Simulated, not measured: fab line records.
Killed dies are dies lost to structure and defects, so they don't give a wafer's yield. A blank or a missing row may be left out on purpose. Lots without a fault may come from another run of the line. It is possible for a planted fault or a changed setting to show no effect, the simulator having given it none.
Commonality check across tools :: flow nandHarc :: 6 wafers sampled across 2 lots

== WHY THIS WAS OPENED ==
At NHARC_END_SORT_01 the reading killedAtArray is flagged on 2 of 2 lots. Wafers without a fault read 29, standard deviation 12.
Rule: flag the lot when none of its wafers has a number, or when each of its wafers that has one lies beyond 4 standard deviations from that mean. All remaining lots are regarded as sound.

lot: L910
measured: day 21 10:22
on: prober-02
killedAtArray, wafer by wafer: 160 170 211
flag: FLAGGED

lot: L912
measured: day 22 02:01
on: prober-02
killedAtArray, wafer by wafer: 156 201 210
flag: FLAGGED
The mean of the flagged lots' numbers is 185, +156 from the usual (+13 standard deviations).

== TOOL THAT RAN EACH LOT ==
2 process steps preceding the reading are held in the record, out of 1159 steps in the route. Cell contents, in order: the tool; ch with the chambers the sampled wafers went through; the start.
lot: L910
flag: FLAGGED
NHARC_A_CHANNEL_HOLE_D1_DEP_00: aclDep-02 ch 0, day 10 17:46
NHARC_A_BONDPAD_DEGAS_25: pvdSputter-02, day 20 07:49

lot: L912
flag: FLAGGED
NHARC_A_CHANNEL_HOLE_D1_DEP_00: aclDep-02 ch 0, day 11 14:52
NHARC_A_BONDPAD_DEGAS_25: pvdSputter-03, day 20 18:37
These steps, and what they do:
- NHARC_A_CHANNEL_HOLE_D1_DEP_00: deposits aC, target thk 3100 nm.
- NHARC_A_BONDPAD_DEGAS_25: time 60 s.
- NHARC_END_SORT_01

== FLAGGED AGAINST TOTAL, ONE TOOL AT A TIME (gauges that did the reading follow at the end) ==
step: NHARC_A_CHANNEL_HOLE_D1_DEP_00
tool: aclDep-02
lots run: 2
flagged: 2
share of the flagged lots: all
sound lots run after its first flagged lot: 0

step: NHARC_A_BONDPAD_DEGAS_25
tool: pvdSputter-02
lots run: 1
flagged: 1
share of the flagged lots: some
sound lots run after its first flagged lot: 0

step: NHARC_A_BONDPAD_DEGAS_25
tool: pvdSputter-03
lots run: 1
flagged: 1
share of the flagged lots: some
sound lots run after its first flagged lot: 0

step: NHARC_END_SORT_01
tool: prober-02
lots run: 2
flagged: 2
share of the flagged lots: all
sound lots run after its first flagged lot: 0

== THE TABLE: WHAT IT ALLOWS ==
aclDep-02 at NHARC_A_CHANNEL_HOLE_D1_DEP_00 and prober-02 at NHARC_END_SORT_01 are the 2 rows of the table that ran each flagged lot.
- aclDep-02 at NHARC_A_CHANNEL_HOLE_D1_DEP_00: 2 of its 2 lots flagged. No sound lot ran on it before its first flagged lot in this sample; the start therefore can't be narrowed down.
- prober-02 at NHARC_END_SORT_01: 2 of its 2 lots flagged. No sound lot ran on it before its first flagged lot in this sample; the start therefore can't be narrowed down.
Because each of these 2 tools fits a fault that began at some hour, counting lots does not separate them. More lots, or a look at what each step does to the wafer, might.

== WHAT WAS PUT IN BY THE SIMULATOR ==
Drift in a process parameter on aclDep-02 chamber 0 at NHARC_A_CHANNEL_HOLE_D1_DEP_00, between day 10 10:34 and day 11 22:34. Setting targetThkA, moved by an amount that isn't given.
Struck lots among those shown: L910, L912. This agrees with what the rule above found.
